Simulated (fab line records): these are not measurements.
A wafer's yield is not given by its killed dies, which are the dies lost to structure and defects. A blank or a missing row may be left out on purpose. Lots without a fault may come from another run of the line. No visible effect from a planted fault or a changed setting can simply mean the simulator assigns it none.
Matching of chambers ; flow nand_harc ; NHARC_A_STAIRCASE_TRIM_20 on rie_diel-13 has 4 sister chambers
The step chemistry O2, time 211.2 s. 4 wafers are shown with their chamber, then 7 later ones without.

## WAFERS WITH THEIR CHAMBER
wafer;chamber;showerhead_plenum_p_Torr (Torr)
L079.2;0;3.51
L078.6;2;3.37
L087.2;3;3.64
L087.3;1;3.30

## WAFERS WITHOUT THEIR CHAMBER
wafer;showerhead_plenum_p_Torr (Torr)
L087.4;3.49
L092.1;3.49
L092.3;3.63
L092.5;3.35
L093.3;3.63
L093.4;3.35
L093.5;3.49

## WHICH CHAMBER EACH WENT THROUGH
wafer;from the rows above;in truth
L087.4;0;0
L092.1;0;0
L092.3;3;3
L092.5;can't be placed: 2 or 1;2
L093.3;3;3
L093.4;can't be placed: 2 or 1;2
L093.5;0;0
Correctly placed: 5 of 7. Unplaceable from these rows: 2, with the true chamber sitting among the candidates in 2. Number placed wrongly: 0.
How it was worked out, from the rows above alone: a wafer's distance from a chamber is the root of the sum, over the readings, of the square of ((its reading less the chamber's mean) divided by the reading's scatter). If the next closest chamber is less than 2 further off than the closest, the wafer can't be placed; otherwise it belongs to the closest. For every chamber, the mean is computed from those of its wafers that are shown. The scatter (one wafer shown for each chamber): square how far every hidden wafer sits from the nearest shown wafer, average those squares and take the square root.
